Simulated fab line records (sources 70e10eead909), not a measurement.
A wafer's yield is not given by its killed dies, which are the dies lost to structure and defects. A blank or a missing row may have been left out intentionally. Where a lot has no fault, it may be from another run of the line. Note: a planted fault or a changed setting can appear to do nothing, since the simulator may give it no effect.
Matching of chambers	flow nandHarc	3 sister chambers for NHARC_A_SLIT_DEP_23 on pecvd-02
The step deposits SiON, target thk 100 nm. 6 wafers are shown with their chamber, then 11 later ones without.

== WAFERS WITH THEIR CHAMBER ==
wafer	chamber	heaterPowerW (W)
L087.3	1	637
L087.5	2	595
L086.1	0	842
L086.2	2	686
L086.6	0	869
L092.1	1	659

== WAFERS WHOSE CHAMBER IS MISSING ==
wafer	heaterPowerW (W)
L092.2	660
L092.6	902
L091.1	568
L091.2	893
L091.3	612
L096.1	694
L096.2	867
L096.6	576
L093.1	861
L093.3	691
L093.6	676

== WHICH CHAMBER EACH WENT THROUGH ==
wafer	from the rows above	in truth
L092.2	can't be placed: 1 or 2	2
L092.6	0	0
L091.1	can't be placed: 2 or 1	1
L091.2	0	0
L091.3	can't be placed: 2 or 1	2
L096.1	can't be placed: 1 or 2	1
L096.2	0	0
L096.6	can't be placed: 2 or 1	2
L093.1	0	0
L093.3	can't be placed: 1 or 2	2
L093.6	can't be placed: 1 or 2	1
Correctly placed: 4 of 11. Cannot be placed on the basis of these rows: 7; the candidates contain the true chamber in 7. Number placed wrongly: 0.
How it was worked out, from the rows above alone: a wafer's distance from a chamber is the root of the sum, over the readings, of the square of ((its reading less the chamber's mean) divided by the reading's scatter). The wafer belongs to the nearest chamber; if the next one is less than 2 further off, it can't be placed. Each chamber's mean is taken over the wafers shown for it. The scatter is the square root of a quotient: the sum, over the shown wafers, of each reading's squared deviation from its chamber's mean, divided by wafers minus chambers.
